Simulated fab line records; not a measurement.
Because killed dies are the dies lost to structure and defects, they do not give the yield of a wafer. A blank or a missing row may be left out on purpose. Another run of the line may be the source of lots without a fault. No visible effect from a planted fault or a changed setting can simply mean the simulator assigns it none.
Chamber matching -- flow n5_finfet -- N5_BEOL_M11_STRIP_36 on rie_diel-03: 4 sister chambers
The step strips in N2/H2. 20 wafers are shown with their chamber, then 10 later ones without.

WAFERS PAIRED WITH THEIR CHAMBERS
wafer,chamber,showerhead_plenum_p_Torr (Torr),drypump_motor_current_A (A),throttle_valve_pct (%)
L074.2,2,2.49,5.6,23.88
L074.5,3,2.57,5.8,23.63
L074.6,2,2.49,5.6,23.89
L080.3,1,2.60,6.3,23.34
L080.4,2,2.49,5.6,23.88
L080.5,0,2.48,5.1,23.67
L078.1,1,2.60,6.3,23.33
L078.2,2,2.49,5.6,23.83
L078.6,0,2.48,5.2,23.70
L081.1,3,2.56,5.8,23.69
L081.2,2,2.49,5.7,23.86
L081.5,1,2.60,6.3,23.05
L082.2,3,2.56,5.8,23.64
L082.5,0,2.48,5.1,23.71
L082.6,3,2.56,5.8,23.66
L086.3,1,2.60,6.3,23.03
L086.5,2,2.48,5.6,23.90
L086.6,1,2.60,6.3,23.04
L088.2,3,2.56,5.8,23.62
L088.3,2,2.48,5.6,23.89

SIGNATURES (means of the wafers above)
reading,chamber 0,chamber 1,chamber 2,chamber 3,scatter within a chamber
showerhead_plenum_p_Torr,2.4800,2.6000,2.4871,2.5620,0.00373
drypump_motor_current_A,5.133,6.300,5.614,5.800,0.0309
throttle_valve_pct,23.6933,23.1580,23.8757,23.6480,0.0837
Rule: a wafer lies at a distance from a chamber equal to the root of the sum of squares, over the readings, of (its reading less the chamber's mean, divided by the reading's scatter). The wafer belongs to the nearest chamber; if the next one is less than 2 further off, it can't be placed. How the scatter is found: for the shown wafers, subtract from each reading the mean of its chamber, square and add these, divide the total by (wafers less chambers), then take the root.

WAFERS MISSING THEIR CHAMBER
wafer,showerhead_plenum_p_Torr (Torr),drypump_motor_current_A (A),throttle_valve_pct (%)
L088.6,2.56,5.8,23.66
L085.3,2.60,6.3,23.05
L085.4,2.56,5.8,23.68
L085.5,2.48,5.6,23.91
L092.2,2.59,6.3,23.09
L092.4,2.48,5.1,23.73
L092.5,2.55,5.8,23.67
L095.4,2.48,5.1,23.72
L095.5,2.48,5.6,23.60
L095.6,2.55,5.8,23.67

EACH ONE'S CHAMBER
wafer,from the rows above,in truth
L088.6,3,3
L085.3,1,1
L085.4,3,3
L085.5,2,2
L092.2,1,1
L092.4,0,0
L092.5,3,3
L095.4,0,0
L095.5,2,2
L095.6,3,3
Correctly placed: 10 of 10. Number that these rows cannot place: 0. Placed wrongly: 0.
